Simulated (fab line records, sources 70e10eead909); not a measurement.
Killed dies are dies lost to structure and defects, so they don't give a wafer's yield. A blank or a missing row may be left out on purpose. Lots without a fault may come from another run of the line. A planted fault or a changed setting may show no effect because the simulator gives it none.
A struck lot beside a sound one | flow nand_harc | 43 steps out of a route of 1302
Sound: wafers L928.1, L928.2, L928.6. Struck: wafers L929.1, L929.4, L929.6. The cause comes at the end.
At each step with rows: each side's tool, then ch and its chambers, then its first start. Under that, the readings that differ: sound wafers | struck wafers | difference of the means | sigmas: that difference in standard deviations of wafers without a fault.
alike: readings whose means differ by less than 2 such deviations, and words and numbers that are the same on both sides. not compared: withheld readings, readings that some wafer has no value for, bounds like >300 that may hide the same value, and numbers for which the record gives no deviation and whose values overlap.
The two part at a step that has a row with sigmas, a row that says differs or no value, or rows on one side only. Numbers that don't overlap but have no deviation are shown without sigmas and don't part them. A reading that every wafer of one side lacks parts them only if that side has two wafers or more.

first, 9 steps without rows for these wafers: NHARC_P_GATE_OXIDE_02 (material SiO2, target thk 37.5 nm, ox time 365 s); NHARC_P_GATE_DEHYDRATE_03 (time 120 s); NHARC_P_GATE_HMDS_04 (time 30 s); NHARC_P_GATE_COAT_05; NHARC_P_GATE_SOFTBAKE_06 (time 95 s); NHARC_P_GATE_EBR_07; NHARC_P_GATE_EXPOSE_08 (exposes mask P HV); NHARC_P_GATE_PEB_09 (peb time 85 s); NHARC_P_GATE_DEVELOP_10 (time 70 s).
NHARC_P_GATE_CD_MEAS_11: target cd 1640 nm.
  sound on cd_sem-03 ch 0, day 5 02:17; struck on cd_sem-01 ch 0, day 5 15:26
  alike: cd_nm
then, 2 steps without rows for these wafers: NHARC_P_GATE_HARDBAKE_12 (time 80 s); NHARC_P_GATE_DESCUM_13 (chemistry O2, time 3 s).
NHARC_P_GATE_ETCH_14: etches SiO2 in dHF, target depth 48.8 nm.
  sound on wet_bench-03 ch 0,1,3, day 5 02:35; struck on wet_bench-03 ch 0,6,7, day 5 15:44
then, 15 steps without rows for these wafers: NHARC_P_GATE_STRIP_15 (strips in SPM, time 780 s); NHARC_P_GATE_PRECLEAN_71 (cleans in SC1); NHARC_P_GATE_SRD_72; NHARC_P_GATE_OXIDE_16 (material SiO2, target thk 3 nm, ox time 392 s); NHARC_P_GATE_CVD_17 (deposits poly-Si, target thk 150 nm, time 900 s); NHARC_P_GATE_HM_DEP_102 (deposits aC, target thk 120 nm); NHARC_P_GATE_DEP_103 (deposits SiON, target thk 30 nm); NHARC_P_GATE_DEHYDRATE_18 (time 120 s); NHARC_P_GATE_HMDS_19 (time 30 s); NHARC_P_GATE_COAT_20 (resist thk 90 nm); NHARC_P_GATE_SOFTBAKE_21 (time 55 s); NHARC_P_GATE_EBR_22; NHARC_P_GATE_EXPOSE_23 (exposes mask P GATE, target cd 120 nm); NHARC_P_GATE_PEB_24 (peb time 65 s); NHARC_P_GATE_DEVELOP_25 (develop time 35 s).
NHARC_P_GATE_CD_MEAS_26: target cd 120 nm.
  sound on cd_sem-03 ch 0, day 5 16:27; struck on cd_sem-01 ch 0, day 6 05:41
  alike: cd_nm
NHARC_P_GATE_OVL_MEAS_27:
  sound on overlay-01, day 5 16:32; struck on overlay-01, day 6 05:46
  alike: overlay_x_nm, overlay_y_nm
NHARC_P_GATE_INSPECT_28:
  sound on defect_inspect-01, day 5 16:34; struck on defect_inspect-02, day 6 05:49
  alike: raw_defect_count
NHARC_P_GATE_DESCUM_31: chemistry O2, time 3 s.
  sound on rie_diel-01 ch 0,2,3, day 5 16:38; struck on rie_diel-01 ch 0,1,2, day 6 05:52
  alike: drypump_motor_current_A, oes_product_au, rf_vpp_V, showerhead_plenum_p_Torr, throttle_valve_pct
  not compared: rf_hours_counter_h
then, 1 step without rows for these wafers: NHARC_P_GATE_ETCH_104 (etches the open film in CF4/CHF3, target depth 60 nm).
NHARC_P_GATE_HM_OPEN_105: chemistry O2/COS, target depth 360 nm.
  sound on rie_diel-01 ch 2,3; struck on rie_diel-01 ch 1,3
  alike: drypump_motor_current_A, oes_product_au, rf_vpp_V, showerhead_plenum_p_Torr, throttle_valve_pct
  not compared: rf_hours_counter_h
then, 1 step without rows for these wafers: NHARC_P_GATE_STRIP_106 (strips in O2/COS).
NHARC_P_GATE_ETCH_114: etches the open film in CF4/O2, target depth 30 nm, overetch 3 nm, time 16.5 s.
  sound on rie_diel-01 ch 0,2,3; struck on rie_diel-01 ch 0,1,2
  alike: drypump_motor_current_A, oes_product_au, rf_vpp_V, showerhead_plenum_p_Torr, throttle_valve_pct
  not compared: rf_hours_counter_h
NHARC_P_GATE_ETCH_32: etches the open film in HBr/Cl2, target depth 150 nm, time 100.1 s.
  sound on rie_si-01 ch 0,2,3, day 5 17:10; struck on rie_si-02 ch 1,3, day 6 06:21
  alike: drypump_motor_current_A, oes_product_au, throttle_valve_pct
  not compared: rf_hours_counter_h
NHARC_P_GATE_STRIP_108: strips in O2.
  sound on rie_diel-09 ch 0,1,3, day 5 17:18; struck on rie_diel-09 ch 0,1,2, day 6 06:29
  alike: drypump_motor_current_A, oes_product_au, rf_vpp_V, showerhead_plenum_p_Torr, throttle_valve_pct
  not compared: rf_hours_counter_h
NHARC_P_GATE_CD_MEAS_33:
  sound on cd_sem-02, day 5 17:28; struck on cd_sem-01, day 6 06:40
  alike: cd_nm
then, 3 steps without rows for these wafers: NHARC_P_GATE_STRIP_35 (strips in SPM, time 600 s); NHARC_P_GATE_PRECLEAN_73 (cleans in SC1); NHARC_P_GATE_SRD_74.
-- the record jumps here: 19 days lie between the struck wafers' starts before and after (it left off in module P_GATE and takes up again in module END, whose first step shown is number 1302 of the route) --
NHARC_END_SORT_01:
  the record has rows for the struck wafers here (prober-01 ch 0, day 25 04:07) and none for the sound ones

WHERE THEY PART
Only at NHARC_END_SORT_01, within this record.

WHY: what the simulator had put in
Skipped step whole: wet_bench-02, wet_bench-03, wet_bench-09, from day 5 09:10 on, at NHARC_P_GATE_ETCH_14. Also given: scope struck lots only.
